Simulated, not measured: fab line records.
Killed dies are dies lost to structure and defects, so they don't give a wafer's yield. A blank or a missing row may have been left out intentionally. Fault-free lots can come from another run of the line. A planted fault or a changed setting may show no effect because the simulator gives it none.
The tool behind it: which one? -- flow n5 finfet -- Sampling: 9 lots, 26 wafers, 5 of 1938 route steps

WHAT THE GAUGES SHOWED, per wafer
N5_BEOL_M3_INSPECT_30: inspects for defects (brightfield). Usual: raw defect count at 444, with a standard deviation of 110.
lot,measured,on,raw defect count,flag
L386,day 7 03:43,defect inspect-01,422 545 383,
L388,day 7 11:34,defect inspect-01,357 381 514,
L390,day 7 14:57,defect inspect-01,444 320 365,
L389,day 7 21:41,defect inspect-02,355 466 418,
L396,day 9 09:31,defect inspect-02,451 394 353,
L397,day 9 14:26,defect inspect-01,617 569 514,
L401,day 11 07:24,defect inspect-02,330 247 247,
L400,day 11 07:38,defect inspect-01,420 408 373,
L409,day 12 23:02,defect inspect-01,694 575,

N5_BEOL_M3_CD_MEAS_35: target cd 18 nm, target cd y 21 nm. Usual: cd nm at 17.96 nm, with a standard deviation of 0.26.
lot,measured,on,cd nm (nm),flag
L386,day 7 06:56,cd sem-01,18.09 18.28 18.16,
L388,day 7 13:24,cd sem-02,18.39 18.33 17.97,
L390,day 7 22:24,cd sem-01,18.04 17.97 17.94,
L389,day 7 23:32,cd sem-01,17.91 17.37 18.02,
L396,day 9 13:13,cd sem-01,17.92 17.69 17.98,
L397,day 9 19:20,cd sem-02,17.71 18.01 18.53,
L401,day 11 08:22,cd sem-01,17.68 18.03 17.89,
L400,day 11 08:29,cd sem-02,18.24 17.73 18.17,
L409,day 13 00:32,cd sem-02,18.66 17.92,

N5_BEOL_M4_RC_MEAS_101. Usual: DIBL_N 36.4 mV/V, standard deviation 1.3; DIBL_P 36.5 mV/V, standard deviation 1.7; IOFF_N 0.154 nA/um, standard deviation 0.022; IOFF_P 0.202 nA/um, standard deviation 0.025; ION_N 671 uA/um, standard deviation 9.8; ION_P 460 uA/um, standard deviation 6.8; SS_N 71.6 mV/dec, standard deviation 0.54; SS_P 73.4 mV/dec, standard deviation 0.58; VT_N 250.9 mV, standard deviation 2.8; VT_P -251.4 mV, standard deviation 2.7.
lot,measured,on,DIBL_N (mV/V),DIBL_P (mV/V),IOFF_N (nA/um),IOFF_P (nA/um),ION_N (uA/um),ION_P (uA/um),SS_N (mV/dec),SS_P (mV/dec),VT_N (mV),VT_P (mV),flag
L386,day 7 23:53,prober-01,39.0 39.4 40.5,37.2 37.7 39.9,0.176 0.183 0.224,0.213 0.222 0.259,686 683 697,469 461 477,73.3 72.5 72.8,74.2 74.1 74.2,247.0 247.6 244.5,-251.2 -249.5 -250.8,
L388,day 8 07:36,prober-02,37.7 34.9 37.6,38.0 34.4 37.3,0.170 0.125 0.170,0.216 0.167 0.201,667 657 672,457 453 456,71.6 70.8 71.3,74.3 73.3 74.2,249.1 255.3 251.2,-252.6 -256.2 -253.2,
L390,day 8 10:06,prober-02,36.4 38.7 38.6,36.5 38.8 38.8,0.135 0.172 0.176,0.171 0.203 0.202,662 678 676,448 453 450,70.7 71.6 71.8,72.7 74.2 73.7,251.5 247.7 247.2,-255.8 -253.6 -253.1,
L389,day 8 14:12,prober-02,39.3 36.8 35.7,38.5 36.2 34.4,0.174 0.132 0.116,0.185 0.155 0.142,669 662 657,447 446 444,72.4 71.7 71.4,74.5 72.9 73.5,252.2 253.1 258.6,-256.8 -256.9 -256.9,
L396,day 10 04:52,prober-01,37.0 36.2 35.5,36.6 35.5 34.2,0.162 0.148 0.134,0.231 0.208 0.188,680 674 671,472 463 462,71.5 71.1 71.2,73.0 72.7 71.7,248.9 249.8 249.6,-249.5 -251.7 -250.8,
L397,day 10 12:19,prober-02,36.7 35.6 36.3,37.2 36.0 37.2,0.154 0.136 0.152,0.200 0.178 0.200,664 664 668,453 461 459,71.4 71.0 71.6,73.1 73.7 73.6,250.5 254.1 250.8,-254.0 -253.2 -250.2,
L401,day 11 21:14,prober-01,37.2 35.0 36.2,35.4 34.6 35.3,0.176 0.140 0.156,0.210 0.197 0.205,665 667 663,452 457 456,72.6 72.0 71.8,73.9 73.3 73.6,250.9 252.5 250.5,-251.1 -249.8 -248.8,
L400,day 11 21:34,prober-02,35.3 36.9 35.7,35.9 37.8 35.5,0.150 0.181 0.150,0.196 0.220 0.189,689 689 674,471 467 462,71.5 72.5 71.9,73.8 73.8 73.2,247.1 248.2 249.2,-252.5 -249.6 -251.8,
L409,day 13 17:35,prober-01,36.1 37.4,37.4 38.9,0.157 0.189,0.192 0.220,677 685,453 465,71.5 71.6,73.3 74.2,247.4 245.6,-252.0 -250.3,

WHAT TOOL EACH LOT RAN ON (gives the tool, then ch and the chambers of the sampled wafers, and finally the start)
lot,N5_BEOL_M3_DESCUM_33,N5_BEOL_M3_VIA_ETCH_34
L386,"rie diel-04 ch 1,2,3, day 7 03:45","rie diel-01 ch 1,3, day 7 06:31"
L388,"rie diel-04 ch 0,1,2, day 7 11:37","rie diel-03 ch 1,2,3, day 7 12:59"
L390,"rie diel-04 ch 0,2,3, day 7 14:59","rie diel-01 ch 0,3, day 7 21:59"
L389,"rie diel-01 ch 0,3, day 7 22:20","rie diel-01 ch 0,3, day 7 23:08"
L396,"rie diel-03 ch 0,1,2, day 9 09:34","rie diel-04 ch 0,1,2, day 9 12:48"
L397,"rie diel-04 ch 0,1,2, day 9 14:28","rie diel-04 ch 0,2, day 9 18:55"
L401,"rie diel-03 ch 0,1, day 11 07:26","rie diel-03 ch 0,3, day 11 07:58"
L400,"rie diel-01 ch 1,2, day 11 07:41","rie diel-01 ch 1,2, day 11 08:04"
L409,"rie diel-03 ch 1,2, day 12 23:17","rie diel-04 ch 1,3, day 13 00:07"
- N5_BEOL_M3_DESCUM_33: chemistry O2, time 7 s.
- N5_BEOL_M3_VIA_ETCH_34: etches the open film in C4F6/O2, target depth 69.4 nm, time 65.9 s.

WHAT THE TOOLS THEMSELVES READ (means of the sampled wafers that have a number; where no wafer has one, the mark that the record gives instead)
N5_BEOL_M3_DESCUM_33. Usual: drypump motor current A 5.6 A, standard deviation 0.38; oes product au 0.81 a.u., standard deviation 0.087; rf vpp V 243.7 V, standard deviation 1.4; showerhead plenum p Torr 2.13 Torr, standard deviation 0.08; throttle valve pct 20.40 %, standard deviation 0.24.
lot,tool,drypump motor current A (A),oes product au (a.u.),rf vpp V (V),showerhead plenum p Torr (Torr),throttle valve pct (%),flag
L386,rie diel-04,6.0,0.75,243.0,2.06,20.45,
L388,rie diel-04,5.7,0.74,244.2,2.11,20.45,
L390,rie diel-04,6.0,0.69,242.9,2.10,20.59,
L389,rie diel-01,5.3,0.89,244.1,2.16,20.40,
L396,rie diel-03,5.5,0.79,243.1,2.11,20.60,
L397,rie diel-04,5.8,0.72,243.1,2.11,20.48,
L401,rie diel-03,5.5,0.91,244.3,2.20,20.36,
L400,rie diel-01,5.9,0.86,244.5,2.17,20.09,
L409,rie diel-03,5.7,0.80,244.2,2.16,20.59,

N5_BEOL_M3_VIA_ETCH_34. Usual: drypump motor current A 5.6 A, standard deviation 0.4; mfc ar sccm 300.1 sccm, standard deviation 0.84; oes product au 0.83 a.u., standard deviation 0.083; rf vpp V 668 V, standard deviation 6.8; showerhead plenum p Torr 2.88 Torr, standard deviation 0.1; throttle valve pct 30.72 %, standard deviation 0.28.
lot,tool,drypump motor current A (A),mfc ar sccm (sccm),oes product au (a.u.),rf vpp V (V),showerhead plenum p Torr (Torr),throttle valve pct (%),flag
L386,rie diel-01,5.8,300.2,0.90,675,2.97,30.37,
L388,rie diel-03,5.3,301.0,0.87,662,2.89,30.93,
L390,rie diel-01,5.3,300.1,0.88,672,2.93,30.78,
L389,rie diel-01,5.2,299.4,0.88,670,2.97,30.83,
L396,rie diel-04,5.8,299.9,0.73,671,2.87,30.78,
L397,rie diel-04,5.8,300.5,0.66,675,2.92,30.97,
L401,rie diel-03,4.9,300.3,0.87,665,2.85,30.92,
L400,rie diel-01,5.7,298.9,0.91,668,2.87,30.54,
L409,rie diel-04,6.1,300.6,0.54,666,2.73,30.62,OFF

THE ANSWER, worked out from the rows above alone
Rule: lot off if the mean of its wafers having a number is beyond 3 standard deviations from the usual mean. Also off: a lot with no number at a reading for which 4 or more lots have one. All remaining lots with rows at the step are treated as sound. The gauges are gone through in route order, then the tools' own readings, and for those a lot's mean is taken as printed above. The first step at which some lot is off is used, and at that step the reading that is off furthest; a lot without a number counts as furthest.
Off, at N5_BEOL_M3_VIA_ETCH_34 on oes product au: L409.
If a tool, at that step or one of the process steps before it, ran each lot that is off and ran no sound lot following the first of them, it fits. Undecided on this evidence; 2 tools fit (rie diel-03 at N5_BEOL_M3_DESCUM_33, rie diel-04 at N5_BEOL_M3_VIA_ETCH_34).

WHAT THE SIMULATOR PUT IN
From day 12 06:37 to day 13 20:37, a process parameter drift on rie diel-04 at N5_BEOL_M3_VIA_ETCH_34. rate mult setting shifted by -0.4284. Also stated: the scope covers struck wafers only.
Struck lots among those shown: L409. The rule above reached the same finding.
